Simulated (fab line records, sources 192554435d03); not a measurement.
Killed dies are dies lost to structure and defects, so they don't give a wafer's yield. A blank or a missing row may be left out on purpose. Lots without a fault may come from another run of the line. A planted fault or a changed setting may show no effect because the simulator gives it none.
fab line records | flow n5_finfet
record lots=6 wafers=18 last_day=16
route steps=1938 shown BEOL_M3@945 BEOL_M4@1111 PASSIVATION@1936
lots that met no fault: from a run of the same line without faults
start_h: hours from the record's first day to the start of the lot's first wafer shown | wait_h: hours since the lot's step before | " the same as in the row above | L1.1+2: a row that stands for several wafers | - no value, or no start given | * or withheld: withheld | < > ~ a bound
route shown NAME@n: a module of which the file shows steps, and the number in the route of the first | usual: mean/standard deviation of fault-free wafers | same: alike in all rows | chamber/n: place in a boat | sites: the reading at each site | _std_site: their standard deviation | _edge_site: outer sites' mean less inner sites' | radius_mm: how far each site lies from the wafer's centre | mask NAME#n: copy n | behind: the tool/chamber that last shaped the wafer | hold: why the lot was held/for how many hours/how that ended | device: the transistor (n, p or np) that didn't switch | end of line: the same wafers' tests at the end of the route | a step without rows: its recipe alone | killed: dies lost to structure and defects at the first sort, not the wafer's yield | map: a wafer's dies, x killed, . not, _ none there
set.NAME: the setting as run; set.NAME@STEP: as run at that earlier step | model.NAME: the simulator's own value behind a step, which no gauge read
lots at some steps of the route; a table a step, a row a wafer
services: from which hour (start_h, from the record's first day; less than 0 if before it) a tool's chamber was out of use, for how many hours, and why
## steps
# step N5_BEOL_M3_OVL_MEAS_12
# recipe points_per_wafer=522
# usual M3_OVL=0.6/0.65
# columns lot.wafer tool chamber start_h wait_h M3_OVL[nm]
L666.1 overlay-02 0 159.24 0.0 1.2
L666.3 " 0 " " 0.6
L666.4 " 0 " " 0.1
L667.2 overlay-02 0 164.33 0.0 -0.1
L667.4 " 0 " " 0.8
L667.5 " 0 " " 0.8
L669.2 overlay-01 0 174.25 0.0 0.3
L669.3 " 0 " " 0.7
L669.6 " 0 " " 0.9
L670.2 overlay-01 0 187.25 0.0 0.9
L670.3 " 0 " " 2.2
L670.5 " 0 " " 1.4
L672.1 overlay-01 0 188.92 0.0 0.6
L672.2 " 0 " " 0.8
L672.3 " 0 " " 1.2
L685.1 overlay-01 0 276.67 0.0 -0.3
L685.5 " 0 " " 0.1
L685.6 " 0 " " -0.2
# step N5_BEOL_M3_INSPECT_13
# recipe mode=adi inspect_instrument=brightfield
# usual raw_defect_count=391/72
# columns lot.wafer tool chamber start_h wait_h raw_defect_count
L666.1 defect_inspect-01 - 159.30 0.1 438
L666.3 " - " " 402
L666.4 " - " " 315
L667.2 defect_inspect-01 - 164.38 0.0 351
L667.4 " - " " 411
L667.5 " - " " 416
L669.2 defect_inspect-01 - 174.31 0.1 569
L669.3 " - " " 459
L669.6 " - " " 332
L670.2 defect_inspect-02 - 187.30 0.0 319
L670.3 " - " " 378
L670.5 " - " " 301
L672.1 defect_inspect-02 - 188.98 0.1 407
L672.2 " - " " 532
L672.3 " - " " 365
L685.1 defect_inspect-01 - 276.73 0.1 279
L685.5 " - " " 333
L685.6 " - " " 498
# step N5_BEOL_M3_DESCUM_16
# recipe chemistry=O2 time_s=7 source_power_w=50 bias_power_w=20 pressure_mtorr=20 rf_frequency_hz=2.712e+07 temp_c=40 resist=CAR-EUV o2_flow_sccm=225
# step N5_BEOL_M3_ETCH_74
# recipe chemistry=N2/H2 target=underlayer target_depth_a=65 mask_material=CAR-EUV time_s=5.2 ion_energy_ev=200 pressure_mtorr=30 source_w=840 bias_w=150 n2_flow_sccm=200 h2_flow_sccm=200 ends=cleared
# usual chamber_pressure_mTorr=30.00/0.044 drypump_motor_current_A=5.6/0.54 etch_rf_on_time_s=5.16/0.12 oes_product_au=0.67/0.065 rf_vpp_V=524/3.4 showerhead_plenum_p_Torr=2.54/0.11 throttle_valve_pct=17.81/0.27
# columns lot.wafer tool chamber start_h wait_h chamber_pressure_mTorr drypump_motor_current_A etch_rf_on_time_s oes_product_au rf_hours_counter_h rf_vpp_V showerhead_plenum_p_Torr throttle_valve_pct
L666.1 rie_diel-01 1 159.37 0.0 30.01 5.8 5.04 0.75 35 526 2.59 17.72
L666.3 " 0 " " 30.00 4.9 5.16 0.75 54 526 2.60 18.05
L666.4 " 3 " " 30.01 5.4 5.24 0.60 202 519 2.44 17.91
L667.2 rie_diel-05 3 164.66 0.0 30.03 5.8 5.29 0.60 207 526 2.61 17.45
L667.4 " 1 " " 29.95 6.1 5.30 0.71 55 528 2.70 17.64
L667.5 " 2 " " 29.98 6.7 5.05 0.70 - 530 2.67 17.49
L669.2 rie_diel-05 0 174.38 0.0 29.95 5.6 5.03 0.67 117 519 2.35 17.80
L669.3 " 1 " " 29.97 6.1 5.30 0.72 57 529 2.70 17.62
L669.6 " 3 " " 30.02 5.8 5.23 0.60 - 527 2.61 17.42
L670.2 rie_diel-01 1 187.37 0.0 29.92 5.8 5.02 0.73 44 526 2.58 17.74
L670.3 " 2 " " 29.99 5.0 5.34 0.57 236 525 2.51 18.44
L670.5 " 0 " " 30.01 4.9 5.09 0.75 - 524 2.60 18.05
L672.1 rie_diel-03 2 189.05 0.0 29.95 5.1 5.23 0.65 160 522 2.42 17.60
L672.2 " 3 " " 30.00 5.4 5.25 0.59 232 525 2.61 17.93
L672.3 " 1 " " 29.91 6.1 5.20 0.76 43 523 2.51 17.89
L685.1 rie_diel-03 3 277.18 0.0 30.07 5.4 5.16 0.83 3 525 2.60 17.52
L685.5 " 0 " " 29.89 5.9 5.37 0.60 - 522 2.53 18.12
L685.6 " 1 " " 30.00 6.1 5.20 0.72 - 522 2.49 17.94
# step N5_BEOL_M3_ETCH_63
# recipe chemistry=CF4 target=SiARC target_depth_a=156 mask_material=CAR-EUV time_s=26 ion_energy_ev=80 pressure_mtorr=40 source_w=545 bias_w=36 Ar_flow_sccm=100 cf4_flow_sccm=100 ends=cleared
# usual chamber_pressure_mTorr=40.01/0.14 drypump_motor_current_A=5.6/0.54 etch_rf_on_time_s=25.7/0.56 oes_product_au=0.67/0.065 rf_vpp_V=184.2/1.4 showerhead_plenum_p_Torr=2.14/0.08 throttle_valve_pct=15.54/0.22
# columns lot.wafer tool chamber start_h wait_h chamber_pressure_mTorr drypump_motor_current_A etch_rf_on_time_s oes_product_au rf_hours_counter_h rf_vpp_V showerhead_plenum_p_Torr throttle_valve_pct
L666.1 rie_diel-01 1 159.39 0.0 39.99 5.8 25.1 0.76 35 186.5 2.18 15.55
L666.3 " 0 " " 39.94 4.9 25.5 0.76 54 184.2 2.16 15.52
L666.4 " 3 " " 40.01 5.3 25.9 0.60 202 182.9 2.05 15.64
L667.2 rie_diel-05 3 164.68 0.0 40.01 5.7 26.3 0.61 207 185.9 2.20 15.41
L667.4 " 1 " " 39.94 6.1 26.1 0.72 55 186.1 2.26 15.37
L667.5 " 2 " " 40.06 6.7 25.1 0.71 - 185.4 2.23 15.14
L669.2 rie_diel-05 0 174.40 0.0 40.03 5.6 25.0 0.67 117 181.9 1.99 15.55
L669.3 " 1 " " 39.90 6.1 26.0 0.72 57 186.5 2.26 15.37
L669.6 " 3 " " 39.98 5.8 26.1 0.60 - 185.5 2.20 15.39
L670.2 rie_diel-01 1 187.38 0.0 40.01 5.8 25.4 0.74 44 184.5 2.17 15.57
L670.3 " 2 " " 40.00 5.0 26.4 0.58 236 183.9 2.11 16.12
L670.5 " 0 " " 40.02 4.9 25.4 0.75 - 184.5 2.16 15.54
L672.1 rie_diel-03 2 189.07 0.0 39.94 5.1 25.8 0.65 160 184.3 2.07 15.67
L672.2 " 3 " " 40.06 5.4 25.9 0.61 232 183.3 2.20 15.68
L672.3 " 1 " " 40.05 6.1 25.8 0.76 43 182.9 2.09 15.41
L685.1 rie_diel-03 3 277.20 0.0 39.97 5.4 25.4 0.83 3 184.9 2.19 15.20
L685.5 " 0 " " 39.99 5.9 27.4 0.59 - 184.0 2.13 15.78
L685.6 " 1 " " 39.96 6.1 26.2 0.71 - 182.5 2.08 15.47
# step N5_BEOL_M3_ETCH_64
# recipe chemistry=N2/H2 target=SOC target_depth_a=750 overetch_a=150 mask_material=SiARC temp_c=40 time_s=112.5 ion_energy_ev=200 pressure_mtorr=30 source_w=840 bias_w=150 n2_flow_sccm=200 h2_flow_sccm=200
# step N5_BEOL_M3_STRIP_65
# recipe chemistry=N2/H2 temp_c=40 n2_flow_sccm=200 h2_flow_sccm=200 rf_frequency_hz=6e+07
# step N5_BEOL_M3_STRIP_75
# recipe chemistry=N2/H2 temp_c=40 n2_flow_sccm=200 h2_flow_sccm=200 rf_frequency_hz=6e+07
# step N5_BEOL_M3_STRIP_66
# recipe chemistry=CF4 resist=SiARC power_w=300 bias_power_w=75 pressure_mtorr=50 cf4_flow_sccm=150 rf_frequency_hz=6e+07
# usual chamber_pressure_mTorr=50.00/0.04 drypump_motor_current_A=5.6/0.54 oes_product_au=0.78/0.071 rf_vpp_V=271.1/1.8 showerhead_plenum_p_Torr=1.79/0.068 throttle_valve_pct=13.53/0.22
# columns lot.wafer tool chamber start_h wait_h chamber_pressure_mTorr drypump_motor_current_A oes_product_au rf_hours_counter_h rf_vpp_V showerhead_plenum_p_Torr throttle_valve_pct
L666.1 rie_diel-01 1 159.54 0.0 50.04 5.8 0.87 35 271.7 1.82 13.49
L666.3 " 0 " " 49.97 4.9 0.86 54 272.0 1.81 13.47
L666.4 " 3 " " 49.89 5.4 0.70 202 268.0 1.72 13.62
L667.2 rie_diel-05 3 164.83 0.0 49.90 5.8 0.70 207 272.9 1.85 13.43
L667.4 " 1 " " 50.04 6.1 0.83 55 273.2 1.90 13.37
L667.5 " 2 " " 49.98 6.7 0.80 - 272.6 1.88 13.18
L669.2 rie_diel-05 0 174.56 0.0 50.04 5.6 0.76 117 267.1 1.67 13.51
L669.3 " 1 " " 50.00 6.1 0.83 57 272.5 1.90 13.37
L669.6 " 3 " " 49.97 5.8 0.70 - 272.8 1.84 13.42
L670.2 rie_diel-01 1 187.54 0.0 49.97 5.8 0.85 44 273.2 1.82 13.50
L670.3 " 2 " " 49.94 5.0 0.69 236 271.6 1.78 14.15
L670.5 " 0 " " 49.95 4.9 0.86 - 272.8 1.81 13.49
L672.1 rie_diel-03 2 189.22 0.0 49.97 5.1 0.76 160 268.7 1.73 13.69
L672.2 " 3 " " 50.05 5.4 0.70 232 273.2 1.85 13.68
L672.3 " 1 " " 50.04 6.1 0.88 43 270.9 1.76 13.38
L685.1 rie_diel-03 3 277.36 0.0 50.06 5.4 0.94 3 271.7 1.84 13.15
L685.5 " 0 " " 50.00 5.9 0.71 - 270.6 1.78 13.75
L685.6 " 1 " " 50.05 6.1 0.83 - 270.6 1.75 13.47
# step N5_BEOL_M3_HM_OPEN_17
# recipe chemistry=Cl2/BCl3 target_depth_a=200 overetch_a=60 target=TiN mask_material=SOC ion_energy_ev=150 pressure_mtorr=10 icp_w=1000 bias_w=126 Cl2_flow_sccm=53.25 bcl3_flow_sccm=21.75 Ar_flow_sccm=25
# usual chamber_pressure_mTorr=10.001/0.0088 drypump_motor_current_A=5.7/0.4 oes_ar_750_au=0.77/0.096 oes_product_au=0.66/0.085 throttle_valve_pct=22.20/0.28
# columns lot.wafer tool chamber start_h wait_h chamber_pressure_mTorr drypump_motor_current_A oes_ar_750_au oes_product_au rf_hours_counter_h throttle_valve_pct
L666.1 rie_metal-02 1 159.59 0.0 10.002 5.3 0.78 0.68 40 22.46
L666.3 " 1 " " 9.992 5.3 0.78 0.68 - 22.46
L666.4 " 0 " " 10.014 5.9 0.65 0.55 - 22.30
L667.2 rie_metal-03 0 164.87 0.0 9.990 5.7 0.72 0.62 72 22.47
L667.4 " 1 " " 9.999 5.7 0.92 0.82 - 21.61
L667.5 " 0 " " 10.006 5.7 0.72 0.62 - 22.45
L669.2 rie_metal-01 1 174.60 0.0 9.994 6.4 0.67 0.60 71 22.30
L669.3 " 1 " " 9.988 6.4 0.68 0.60 - 22.28
L669.6 " 1 " " 9.994 6.5 0.68 0.60 - 22.28
L670.2 rie_metal-01 0 187.58 0.0 10.003 5.4 0.89 0.77 9 22.02
L670.3 " 0 " " 9.992 5.4 0.89 0.77 - 22.03
L670.5 " 0 " " 10.007 5.4 0.89 0.77 - 22.03
L672.1 rie_metal-02 0 189.26 0.0 10.006 5.9 0.65 0.55 101 22.32
L672.2 " 1 " " 9.989 5.3 0.77 0.67 42 22.45
L672.3 " 1 " " 10.000 5.3 0.77 0.67 - 22.46
L685.1 rie_metal-03 0 277.40 0.0 9.993 5.8 0.70 0.60 82 22.49
L685.5 " 1 " " 9.996 5.7 0.85 0.74 - 21.64
L685.6 " 0 " " 9.995 5.7 0.70 0.60 - 22.48
# step N5_BEOL_M3_STRIP_19
# recipe chemistry=O2 power_w=400 temp_c=40 pressure_mtorr=30 rf_frequency_hz=6e+07 bias_power_w=0 overash_fraction=0.2 o2_flow_sccm=225
# usual chamber_pressure_mTorr=29.998/0.024 drypump_motor_current_A=5.6/0.5 oes_product_au=0.78/0.078 rf_vpp_V=3.6/0.47 showerhead_plenum_p_Torr=2.10/0.083 throttle_valve_pct=16.65/0.19
# columns lot.wafer tool chamber start_h wait_h chamber_pressure_mTorr drypump_motor_current_A oes_product_au rf_hours_counter_h rf_vpp_V showerhead_plenum_p_Torr throttle_valve_pct
L666.1 rie_diel-05 3 159.70 0.1 30.000 5.8 0.70 206 3.4 2.19 16.56
L666.3 " 0 " " 30.010 5.6 0.77 113 3.7 1.96 16.71
L666.4 " 2 " " 30.041 6.7 0.81 97 3.5 2.21 16.23
L667.2 rie_diel-01 0 165.05 0.1 29.977 4.9 0.87 56 4.2 2.13 16.65
L667.4 " 1 " " 30.002 5.8 0.86 37 3.5 2.14 16.69
L667.5 " 0 " " 29.993 4.9 0.87 - 3.4 2.13 16.67
L669.2 rie_diel-03 3 174.71 0.1 29.995 5.4 0.70 228 3.5 2.17 16.80
L669.3 " 1 " " 29.965 6.1 0.91 39 3.6 2.04 16.45
L669.6 " 1 " " 30.009 6.1 0.91 - 3.3 2.04 16.45
L670.2 rie_diel-03 1 187.69 0.1 30.009 6.1 0.90 43 3.0 2.04 16.45
L670.3 " 2 " " 30.020 5.0 0.76 160 4.1 2.02 16.72
L670.5 " 1 " " 30.005 6.1 0.91 - 3.5 2.04 16.45
L672.1 rie_diel-05 3 189.37 0.1 30.002 5.8 0.70 212 3.7 2.18 16.56
L672.2 " 2 " " 29.966 6.8 0.82 105 3.2 2.20 16.25
L672.3 " 1 " " 29.999 6.1 0.83 61 4.0 2.21 16.41
L685.1 rie_diel-03 0 277.57 0.1 29.971 5.9 0.71 194 2.6 2.09 16.91
L685.5 " 2 " " 30.017 5.0 0.73 - 4.7 2.01 16.78
L685.6 " 1 " " 30.011 6.1 0.86 - 3.4 2.03 16.52
# step N5_BEOL_M3_CD_MEAS_18
# recipe pitch_nm=36 target_cd_nm=18
# usual cd_nm=17.9/0.32
# columns lot.wafer tool chamber start_h wait_h cd_nm
L666.1 cd_sem-03 - 159.77 0.0 18.4
L666.3 " - " " 18.0
L666.4 " - " " 18.5
L667.2 cd_sem-03 - 165.12 0.1 17.9
L667.4 " - " " 18.4
L667.5 " - " " 18.1
L669.2 cd_sem-02 - 174.78 0.1 17.5
L669.3 " - " " 17.5
L669.6 " - " " 17.1
L670.2 cd_sem-01 - 187.76 0.1 18.2
L670.3 " - " " 17.7
L670.5 " - " " 17.3
L672.1 cd_sem-02 - 189.44 0.0 17.8
L672.2 " - " " 18.2
L672.3 " - " " 17.8
L685.1 cd_sem-03 - 277.64 0.0 18.1
L685.5 " - " " 17.3
L685.6 " - " " 17.4
# step N5_BEOL_M3_COAT_67
# recipe resist=SOC temp_c=250 time_s=60 spin_rpm=1500 resist_thk_nm=60
# usual heater_power_total_W=500.8/1.8 plate_temp_C=249.98/0.18 spin_speed_rpm=1499.8/1
# columns lot.wafer tool chamber start_h wait_h heater_power_total_W plate_temp_C spin_speed_rpm
L666.1 litho_track-03 0 159.81 0.0 501.0 250.02 1498.3
L666.3 " 0 " " 501.7 249.80 1501.2
L666.4 " 0 " " 499.7 249.71 1498.9
L667.2 litho_track-05 0 165.16 0.0 499.2 249.64 1498.7
L667.4 " 0 " " 503.2 250.01 1499.4
L667.5 " 0 " " 503.2 250.33 1501.0
L669.2 litho_track-03 0 174.81 0.0 486.2 244.47 1497.9
L669.3 " 0 " " 488.5 244.77 1498.9
L669.6 " 0 " " 488.7 244.62 1499.5
L670.2 litho_track-04 0 187.80 0.0 503.0 249.96 1499.4
L670.3 " 0 " " 500.0 250.16 1500.1
L670.5 " 0 " " 498.7 250.19 1501.4
L672.1 litho_track-03 0 189.48 0.0 485.5 244.45 1499.2
L672.2 " 0 " " 485.2 244.66 1498.9
L672.3 " 0 " " 486.4 244.39 1499.9
L685.1 litho_track-03 0 277.68 0.0 500.5 249.92 1498.7
L685.5 " 0 " " 501.0 249.82 1499.0
L685.6 " 0 " " 501.9 250.17 1498.8
# step N5_BEOL_M3_COAT_68
# recipe resist=SiARC temp_c=220 time_s=60 spin_rpm=1500 resist_thk_nm=12
# step N5_BEOL_M4_RC_MEAS_101
# usual DIBL_N=36.3/1.6 DIBL_P=36.2/2.1 IOFF_N=0.16/0.031 IOFF_P=0.21/0.034 ION_N=673/11 ION_P=461/7.4 SS_N=71.6/0.55 SS_P=73.3/0.66 VT_N=251/3.2 VT_P=-251/3.5
# columns lot.wafer tool chamber start_h wait_h DIBL_N[mV/V] DIBL_P[mV/V] IOFF_N[nA/um] IOFF_P[nA/um] ION_N[uA/um] ION_P[uA/um] SS_N[mV/dec] SS_P[mV/dec] VT_N[mV] VT_P[mV]
L666.1 prober-01 0 179.89 0.0 35.8 34.9 0.15 0.18 668 454 72.2 72.9 254 -252
L666.3 " 0 " " 35.2 35.2 0.14 0.18 666 459 71.4 73.5 252 -253
L666.4 " 0 " " 35.5 36.0 0.16 0.20 672 459 71.9 73.0 249 -251
L667.2 prober-02 0 185.20 0.2 34.9 34.7 0.14 0.20 666 457 71.0 72.7 253 -249
L667.4 " 0 " " 35.7 36.1 0.14 0.22 671 463 71.3 73.4 255 -248
L667.5 " 0 " " 34.6 34.3 0.13 0.19 663 460 70.6 73.1 254 -250
L669.2 prober-01 0 193.02 0.2 35.0 34.1 0.14 0.19 672 462 71.0 72.7 250 -249
L669.3 " 0 " " 38.4 39.1 0.21 0.28 685 472 71.8 74.4 246 -246
L669.6 " 0 " " 37.5 37.5 0.19 0.24 679 470 71.8 73.2 246 -246
L670.2 prober-01 0 204.88 0.2 35.2 34.9 0.13 0.17 663 448 71.0 72.3 254 -255
L670.3 " 0 " " 34.4 33.3 0.12 0.16 669 458 71.0 72.1 255 -258
L670.5 " 0 " " 36.8 36.8 0.16 0.21 687 463 70.9 73.3 248 -252
L672.1 prober-02 0 206.20 0.0 38.0 39.6 0.20 0.23 687 461 71.5 73.9 247 -251
L672.2 " 0 " " 36.3 38.3 0.17 0.24 668 460 70.5 74.1 248 -249
L672.3 " 0 " " 37.4 38.0 0.17 0.20 655 450 71.7 73.1 252 -256
L685.1 prober-01 0 295.50 0.0 34.2 32.4 0.10 0.14 655 453 71.4 71.8 259 -256
L685.5 " 0 " " 38.0 36.4 0.15 0.20 663 455 72.2 73.5 251 -252
L685.6 " 0 " " 34.3 32.8 0.11 0.14 668 458 71.3 72.1 257 -257
# step N5_PASSIVATION_PROBE_49
# usual defect_limited_yield=91.5/1.5 killed_at_M0_to_M3=32/9.4 killed_at_M4_up=12/5.1 killed_at_contacts=11/7.4 killed_at_front_end=41/11 killed_at_other=3.4/2.5 killed_dies=100/17 killed_open=65/14 killed_short=33/7 sort_bin_5_function=4.9/0.96 sort_bin_6_memory=3.1/0.7 sort_n_pass=1080/17 sort_yield_pct=91.5/1.5
# same gross_dies=1180 killed_at_back_side=0 sort_bin_4_leakage[%]=0 sort_bin_8_speed[%]=0
# columns lot.wafer tool chamber start_h wait_h defect_limited_yield[%] killed_at_M0_to_M3 killed_at_M4_up killed_at_contacts killed_at_front_end killed_at_other killed_dies killed_open killed_short sort_bin_5_function[%] sort_bin_6_memory[%] sort_n_pass sort_yield_pct[%]
L666.1 prober-01 - 278.56 0.0 88.8 25 17 26 63 1 132 87 39 6.5 3.9 1048 88.8
L666.3 prober-01 - 278.66 0.1 92.2 21 14 18 36 3 92 60 31 4.7 3.0 1088 92.2
L666.4 prober-01 - 278.71 0.2 90.3 27 26 7 51 4 115 68 44 6.3 3.1 1065 90.3
L667.2 prober-02 - 289.77 0.1 89.8 48 10 14 44 4 120 77 43 5.2 4.8 1060 89.8
L667.4 prober-02 - 289.87 0.2 91.0 23 9 7 63 4 106 71 34 5.5 3.1 1074 91.0
L667.5 prober-02 - 289.92 0.2 90.5 23 17 23 44 5 112 83 27 6.0 3.3 1068 90.5
L672.1 prober-02 - 300.69 0.0 93.6 26 4 7 39 0 76 51 23 4.1 2.0 1104 93.6
L672.2 prober-02 - 300.74 0.1 93.0 18 12 22 28 3 83 49 34 4.0 2.6 1097 93.0
L672.3 prober-02 - 300.79 0.1 92.8 27 9 11 36 2 85 54 28 4.2 2.8 1095 92.8
# killed by level:class
L666.1 MOL_CONTACT_COAG:geometric_particle:open=22 FIN_SAQP:geometric_particle:open=14 STI_FIN_REVEAL:geometric_particle:open=9 BEOL_M4:geometric_particle:open=9 BEOL_M0_SAQP:geometric_particle:short=7 BEOL_M0_SAQP:geometric_particle:open=6 GATE_CUT:geometric_particle:short=6 FIN_SAQP:geometric_particle:short=5
L666.3 MOL_CONTACT_COAG:geometric_particle:open=15 BEOL_M4:geometric_particle:open=8 FIN_SAQP:geometric_particle:open=7 GATE_CUT:geometric_particle:short=7 BEOL_M2:geometric_particle:open=6 FIN_SAQP:geometric_particle:short=5 STI_FIN_REVEAL:geometric_particle:open=5 BEOL_M0_SAQP:geometric_particle:short=4
L666.4 BEOL_M4:geometric_particle:open=11 BEOL_M0_SAQP:geometric_particle:short=9 FIN_SAQP:geometric_particle:open=8 STARTING-WAFER:geometric_particle:open=8 FIN_SAQP:geometric_particle:short=7 STI_FIN_REVEAL:geometric_particle:open=7 BEOL_M3:geometric_particle:open=7 BEOL_M4:geometric_particle:short=6
L667.2 STI_FIN_REVEAL:geometric_particle:open=20 BEOL_M0_SAQP:geometric_particle:short=16 MOL_CONTACT_COAG:geometric_particle:open=13 BEOL_M0_SAQP:geometric_particle:open=12 GATE_CUT:geometric_particle:short=6 BEOL_M3:geometric_particle:open=6 BEOL_M4:geometric_particle:open=5 BEOL_M2:geometric_particle:open=5
L667.4 STI_FIN_REVEAL:geometric_particle:open=21 GATE_CUT:geometric_particle:short=11 FIN_SAQP:geometric_particle:open=9 MOL_CONTACT_COAG:geometric_particle:open=6 BEOL_M0_SAQP:geometric_particle:open=6 STI_FIN_REVEAL:geometric_particle:short=5 GATE_CUT:geometric_particle:open=5 BEOL_M2:geometric_particle:open=5
L667.5 MOL_CONTACT_COAG:geometric_particle:open=20 BEOL_M4:geometric_particle:open=10 FIN_SAQP:geometric_particle:open=8 STI_FIN_REVEAL:geometric_particle:open=7 BEOL_M1:geometric_particle:open=7 GATE_CUT:geometric_particle:open=6 BEOL_M3:geometric_particle:open=6 FIN_SAQP:geometric_particle:short=5
L672.1 DUMMY_GATE:geometric_particle:open=14 BEOL_M2:geometric_particle:open=8 FIN_SAQP:geometric_particle:short=6 MOL_CONTACT_COAG:geometric_particle:open=5 BEOL_M0_SAQP:geometric_particle:open=4 BEOL_M1:geometric_particle:open=4 BEOL_M3:geometric_particle:open=4 STI_FIN_REVEAL:geometric_particle:open=3
L672.2 MOL_CONTACT_COAG:geometric_particle:open=18 GATE_CUT:geometric_particle:short=9 BEOL_M0_SAQP:geometric_particle:short=6 MOL_CONTACT_COAG:geometric_particle:short=4 BEOL_M7:geometric_particle:open=4 STARTING-WAFER:geometric_particle:short=4 STI_FIN_REVEAL:geometric_particle:open=3 STARTING-WAFER:geometric_particle:open=3
L672.3 MOL_CONTACT_COAG:geometric_particle:open=11 BEOL_M0_SAQP:geometric_particle:open=8 FIN_SAQP:geometric_particle:open=6 STARTING-WAFER:geometric_particle:short=6 BEOL_M0_SAQP:geometric_particle:short=5 BEOL_M1:geometric_particle:open=4 BEOL_M3:geometric_particle:open=4 DUMMY_GATE:geometric_particle:short=3
## services
# columns tool chamber start_h hours kind
rie_diel-01 1 140.00 12.9 repair
rie_metal-02 - 150.85 2.8 pm
rie_diel-05 - 159.79 0.5 repair
litho_track-05 - 174.79 - consumable_replace:filter
rie_diel-03 0 181.89 7.9 repair
litho_track-05 - 190.91 - consumable_replace:filter
rie_diel-01 - 191.85 2.8 pm
rie_diel-01 3 211.88 14.8 repair
rie_metal-01 1 225.19 7.6 repair
rie_diel-01 2 230.42 - clean
rie_diel-01 2 230.42 - consumable_replace:focus_ring
rie_diel-01 2 230.42 13.2 scheduled_down
rie_diel-01 2 230.42 13.2 vent_cycle
rie_diel-03 3 232.01 2.0 repair
litho_track-05 - 239.93 - consumable_replace:filter
rie_diel-03 3 245.09 - clean
rie_diel-03 3 245.09 - consumable_replace:focus_ring
rie_diel-03 3 245.09 17.9 scheduled_down
rie_diel-03 3 245.09 17.9 vent_cycle
rie_diel-03 3 266.40 4.3 repair
rie_metal-02 0 273.31 12.5 repair
## key
first_sign step=N5_BEOL_M3_COAT_67 reading=plate_temp_C direction=down sigmas=29 usual=* struck=*
effect step=N5_BEOL_M3_COAT_67 reading=heater_power_total_W direction=down sigmas=7.6 usual=* struck=*
met_at N5_BEOL_M3_COAT_67
struck_wafers L669.2,L669.3,L669.6,L672.1,L672.2,L672.3
onset_between 159.81 174.81
fault kind=process_parameter_drift tool=litho_track-03 chamber=- onset_h=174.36 steps=N5_BEOL_M3_COAT_67 channel=temp_c offset=* shape=step end_h=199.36 acts_in=* stated=*
